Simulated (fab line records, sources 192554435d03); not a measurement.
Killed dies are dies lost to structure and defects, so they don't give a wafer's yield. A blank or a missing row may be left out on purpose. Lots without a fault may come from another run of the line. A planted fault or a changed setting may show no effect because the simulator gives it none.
Split-lot experiment | flow n5_finfet | 7 lots, 21 wafers read, on a route of 1938 steps

THE SPLIT
At N5_BEOL_M9_DESCUM_16 (chemistry O2, time 7.9 s), the setting time_s was moved away from the recipe's 7.9 s on 8 of the 21 wafers read, by -17.1% to +20.8%. The other wafers ran this setting at the recipe's value.

The file shows no step between the split and the reading.

THE READING
CAR-ArF_of_BEOL_M9_COAT_05.thk_nm (the simulator's own value, which no gauge read), in nm, at N5_BEOL_M9_ETCH_61 (etches SiARC in CF4, target depth 39 nm, time 65 s). The file gives no usual value for it. The 13 wafers here that ran the recipe average 55.4 nm, standard deviation 0.23 nm.

wafer  | tool, chamber at the split | time_s as run, s | against the recipe | CAR-ArF_of_BEOL_M9_COAT_05.thk_nm, nm | against lot-mates on the recipe
L075.3 | rie_diel-02, 0,3           | 7.9              | recipe             | 55.4                                  | -
L075.4 | rie_diel-02, 3             | 9.246            | +17.0%             | 54.6                                  | -0.7
L075.6 | rie_diel-02, 0,3           | 7.9              | recipe             | 55.2                                  | -
L076.3 | rie_diel-02, 1             | 7.9              | recipe             | 55.2                                  | -
L076.5 | rie_diel-02, 0             | 9.222            | +16.7%             | 54.4                                  | -0.7
L076.6 | rie_diel-02, 1             | 7.9              | recipe             | 55                                    | -
L077.1 | rie_diel-05, 1             | 6.549            | -17.1%             | 56.6                                  | +0.9
L077.2 | rie_diel-05, 3             | 7.9              | recipe             | 55.6                                  | -
L077.3 | rie_diel-05, 2             | 7.9              | recipe             | 55.8                                  | -
L080.2 | rie_diel-02, 2             | 7.9              | recipe             | 55.2                                  | -
L080.3 | rie_diel-02, 3             | 6.637            | -16.0%             | 56.4                                  | +1.2
L080.5 | rie_diel-02, 3             | 6.637            | -16.0%             | 56.4                                  | +1.2
L081.3 | rie_diel-01, 1,3,2         | 7.9              | recipe             | 55.4                                  | -
L081.5 | rie_diel-01, 1,3,2         | 7.9              | recipe             | 55.4                                  | -
L081.6 | rie_diel-01, 1,3,2         | 7.9              | recipe             | 55.4                                  | -
L083.1 | rie_diel-01, 2,3           | 7.9              | recipe             | 55.6                                  | -
L083.3 | rie_diel-01, 2,3           | 7.9              | recipe             | 55.6                                  | -
L083.4 | rie_diel-01, 1             | 8.622            | +9.1%              | 55.2                                  | -0.4
L093.1 | rie_diel-01, 3,0           | 9.542            | +20.8%             | 54.8                                  | -1.0
L093.4 | rie_diel-01, 3,0           | 9.542            | +20.8%             | 54.8                                  | -1.0
L093.5 | rie_diel-01, 1             | 7.9              | recipe             | 55.8                                  | -
Where a row lists several chambers, the file gives one row for several wafers and doesn't say which wafer went through which chamber.

THE FIT
A straight line over all 21 wafers: CAR-ArF_of_BEOL_M9_COAT_05.thk_nm changes by -0.0488 nm for each +1% of time_s; r = -0.91; the points scatter about the line by 0.25 nm.
The same after taking each lot's own level away (the mean of its wafers on the recipe; 21 wafers): -0.0538 nm for each +1%; r = -0.98; scatter 0.13 nm.
On that fit, the largest move of time_s shifts the reading by 1.1 nm.
The lots' own levels span 55.10 to 55.80 nm, that is 3.0 times the standard deviation above.
So the lot-to-lot level changes the slope little: the two slopes agree.
Check: with one of the wafers moved furthest among these (+20.8%) left out of the fit, the line predicts -1.07 nm for it against its lot-mates. It came out at -1 nm against them.

OTHER SPLITS ON THESE WAFERS
These wafers also went through other splits before the reading. Each is held against what the fit with the lots' levels taken away leaves over:
other split on the same wafers    | wafers away from the commonest value | r with CAR-ArF_of_BEOL_M9_COAT_05.thk_nm (lot level and that fit taken away)
N5_BEOL_M7_COAT_71 spin_rpm       | 8                                    | +0.38
N5_BEOL_M8_EXPOSE_08 dose_mj      | 7                                    | +0.18
N5_BEOL_M8_DESCUM_16 time_s       | 5                                    | -0.35
N5_BEOL_M9_HM_DEP_02 target_thk_a | 8                                    | +0.01

THE WHOLE CHAIN: every reading that the file lists as answering this split, in the file's order
step                 | what it does                                       | reading                                                                            | change (the file's fit)                | r (the file's)
N5_BEOL_M9_DESCUM_16 | chemistry O2, time 7.9 s                           | CAR-ArF_of_BEOL_M9_COAT_05.thk_nm (the simulator's own value, which no gauge read) | -0.0486 nm for each +1% of the setting | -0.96
N5_BEOL_M9_ETCH_61   | etches SiARC in CF4, target depth 39 nm, time 65 s | CAR-ArF_of_BEOL_M9_COAT_05.thk_nm (the simulator's own value, which no gauge read) | -0.0506 nm for each +1% of the setting | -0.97

THE FILE'S OWN FIT
CAR-ArF_of_BEOL_M9_COAT_05.thk_nm changes by -0.0506 nm for each +1% of time_s, r = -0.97.
